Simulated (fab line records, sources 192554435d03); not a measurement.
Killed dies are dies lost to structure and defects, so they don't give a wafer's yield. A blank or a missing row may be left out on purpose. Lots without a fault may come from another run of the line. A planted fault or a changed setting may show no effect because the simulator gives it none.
Which tool did it? | flow n5_finfet | 11 lots, 33 wafers sampled, at 5 steps of a route of 1938

WHAT THE GAUGES READ, wafer by wafer
N5_BEOL_M6_THK_MEAS_01.
lot  | measured     | on            | M6_ILD_THK (nm)
L612 | day 9 06:38  | film_metro-01 | 149.8 151.5 153.0
L615 | day 10 05:11 | film_metro-01 | 155.1 157.8 155.9
L619 | day 11 01:55 | film_metro-01 | 154.4 155.9 159.5
L621 | day 11 11:42 | film_metro-01 | 152.8 150.9 155.0
L620 | day 11 13:49 | film_metro-01 | 163.0 163.2 164.4
L622 | day 11 21:39 | film_metro-02 | 161.1 161.4 164.0
L623 | day 11 22:31 | film_metro-01 | 162.6 165.1 164.0
L627 | day 12 14:55 | film_metro-02 | 153.6 152.5 153.4
L625 | day 12 22:06 | film_metro-02 | 152.6 152.7 153.3
L631 | day 14 01:59 | film_metro-01 | 150.9 153.0 153.1
L632 | day 14 12:24 | film_metro-02 | 154.1 158.5 156.0

WHICH TOOL RAN EACH LOT (tool, then ch and the chambers of the sampled wafers, then the start)
lot  | N5_BEOL_M5_PRE_CLEAN_45      | N5_BEOL_M5_SURFACE_TREAT_87  | N5_BEOL_M5_SPUTTER_83        | N5_BEOL_M6_ILD_DEP_00
L612 | pvd_sputter-02, day 8 23:20  | pvd_sputter-01, day 8 23:45  | pvd_sputter-03, day 9 02:46  | pecvd-03 ch 0,2, day 9 06:03
L615 | pvd_sputter-02, day 9 20:35  | pvd_sputter-01, day 9 21:13  | pvd_sputter-03, day 10 01:20 | pecvd-02 ch 0,1, day 10 04:37
L619 | pvd_sputter-02, day 10 18:19 | pvd_sputter-01, day 10 18:37 | pvd_sputter-02, day 10 21:05 | pecvd-02 ch 0,1,2, day 11 01:20
L621 | pvd_sputter-02, day 11 04:34 | pvd_sputter-01, day 11 04:56 | pvd_sputter-01, day 11 07:21 | pecvd-03 ch 1,2, day 11 10:38
L620 | pvd_sputter-03, day 11 05:31 | pvd_sputter-03, day 11 05:50 | pvd_sputter-02, day 11 09:57 | pecvd-02 ch 0,2, day 11 13:15
L622 | pvd_sputter-02, day 11 13:40 | pvd_sputter-02, day 11 14:03 | pvd_sputter-01, day 11 17:47 | pecvd-02 ch 0,2, day 11 21:05
L623 | pvd_sputter-01, day 11 13:41 | pvd_sputter-02, day 11 14:05 | pvd_sputter-02, day 11 18:08 | pecvd-02 ch 0,1, day 11 21:27
L627 | pvd_sputter-03, day 12 08:02 | pvd_sputter-03, day 12 08:31 | pvd_sputter-01, day 12 11:02 | pecvd-03 ch 0,1, day 12 14:20
L625 | pvd_sputter-01, day 12 13:49 | pvd_sputter-01, day 12 14:19 | pvd_sputter-02, day 12 18:12 | pecvd-03 ch 1,2, day 12 21:31
L631 | pvd_sputter-03, day 13 18:43 | pvd_sputter-03, day 13 19:02 | pvd_sputter-03, day 13 21:43 | pecvd-04 ch 0,2, day 14 01:24
L632 | pvd_sputter-02, day 14 04:37 | pvd_sputter-01, day 14 04:58 | pvd_sputter-02, day 14 07:31 | pecvd-03 ch 1,2, day 14 11:49
- N5_BEOL_M5_PRE_CLEAN_45: time 30 s.
- N5_BEOL_M5_SURFACE_TREAT_87
- N5_BEOL_M5_SPUTTER_83: material Cu, target thk 15 nm, time 27.62 s.
- N5_BEOL_M6_ILD_DEP_00: deposits SiCOH lowk from DEMS/porogen, target thk 179.75 nm, time 33.4 s.

THE ANSWER, worked out from the rows above alone
Rule: what is usual is taken from the lots themselves. Put in order of their means at a reading, lots are off if they are a third of the lots or fewer, leave a main group of 4 or more, and stand apart from it by a gap of 3 or more times the standard deviation of the main group's means; of several such gaps the widest counts. A main group whose means are all the same, to the digits that the tables above print for the reading, isn't used. A lot without any number at a reading at which 4 lots or more have one is off too. The other lots that the step has rows for count as sound.
No lot is off at any reading shown: from this, nothing can be told.

WHAT THE SIMULATOR HAD PUT IN
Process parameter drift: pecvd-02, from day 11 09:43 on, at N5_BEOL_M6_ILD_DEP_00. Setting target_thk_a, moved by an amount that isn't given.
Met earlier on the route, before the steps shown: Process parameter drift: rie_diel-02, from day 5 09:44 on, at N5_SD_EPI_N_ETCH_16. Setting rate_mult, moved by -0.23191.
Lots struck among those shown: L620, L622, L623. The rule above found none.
